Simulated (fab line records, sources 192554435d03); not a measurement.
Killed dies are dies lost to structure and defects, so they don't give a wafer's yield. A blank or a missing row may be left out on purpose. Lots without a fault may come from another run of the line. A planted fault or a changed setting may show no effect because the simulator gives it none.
Chamber matching | flow n5_finfet | N5_MOL_CONTACT_COAG_ETCH_15 on rie_diel-01: 4 sister chambers
The step etches SiNx in CH3F/O2, stops on Si:P, target depth 7 nm. 14 wafers are shown with their chamber, then 7 later ones without.

WAFERS WITH THEIR CHAMBER
wafer  | chamber | throttle_valve_pct (%) | drypump_motor_current_A (A) | showerhead_plenum_p_Torr (Torr)
L077.1 | 3       | 15.92                  | 5.3                         | 1.94
L077.2 | 1       | 16.47                  | 5.7                         | 1.99
L077.5 | 1       | 16.47                  | 5.7                         | 1.99
L083.1 | 1       | 16.48                  | 5.6                         | 1.99
L083.2 | 3       | 15.94                  | 5.3                         | 1.94
L083.3 | 2       | 16.07                  | 5.3                         | 1.93
L085.1 | 3       | 15.96                  | 5.3                         | 1.94
L085.3 | 0       | 16.77                  | 6.2                         | 1.99
L085.5 | 2       | 16.12                  | 5.2                         | 1.93
L086.2 | 3       | 15.97                  | 5.4                         | 1.94
L086.3 | 2       | 16.10                  | 5.3                         | 1.92
L086.6 | 1       | 16.50                  | 5.6                         | 1.98
L092.1 | 1       | 16.53                  | 5.6                         | 1.98
L092.2 | 0       | 16.78                  | 6.2                         | 1.98

SIGNATURES (means of the wafers above)
reading                  | chamber 0 | chamber 1 | chamber 2 | chamber 3 | scatter within a chamber
throttle_valve_pct       | 16.7750   | 16.4900   | 16.0967   | 15.9475   | 0.0232
drypump_motor_current_A  | 6.200     | 5.640     | 5.267     | 5.325     | 0.0512
showerhead_plenum_p_Torr | 1.9850    | 1.9860    | 1.9267    | 1.9400    | 0.00486
Rule: a wafer's distance from a chamber is the root of the sum, over the readings, of the square of ((its reading less the chamber's mean) divided by the reading's scatter). The wafer belongs to the nearest chamber; if the next one is less than 2 further off, it can't be placed. The scatter: the root of (the sum of the squares of (reading less its chamber's mean) over the shown wafers, divided by (wafers less chambers)).

WAFERS WITHOUT THEIR CHAMBER
wafer  | throttle_valve_pct (%) | drypump_motor_current_A (A) | showerhead_plenum_p_Torr (Torr)
L092.4 | 16.00                  | 5.3                         | 1.93
L094.1 | 15.97                  | 5.4                         | 1.93
L094.5 | 16.81                  | 6.2                         | 1.98
L094.6 | 16.53                  | 5.7                         | 1.98
L096.1 | 16.81                  | 6.2                         | 1.98
L096.4 | 16.13                  | 5.3                         | 1.92
L096.5 | 16.01                  | 5.3                         | 1.93

WHICH CHAMBER EACH WENT THROUGH
wafer  | from the rows above     | in truth
L092.4 | can't be placed: 3 or 2 | 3
L094.1 | 3                       | 3
L094.5 | 0                       | 0
L094.6 | 1                       | 1
L096.1 | 0                       | 0
L096.4 | 2                       | 2
L096.5 | can't be placed: 3 or 2 | 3
Placed correctly: 5 of 7. Can't be placed from these rows: 2 (the true chamber is among the candidates in 2). Placed wrongly: 0.
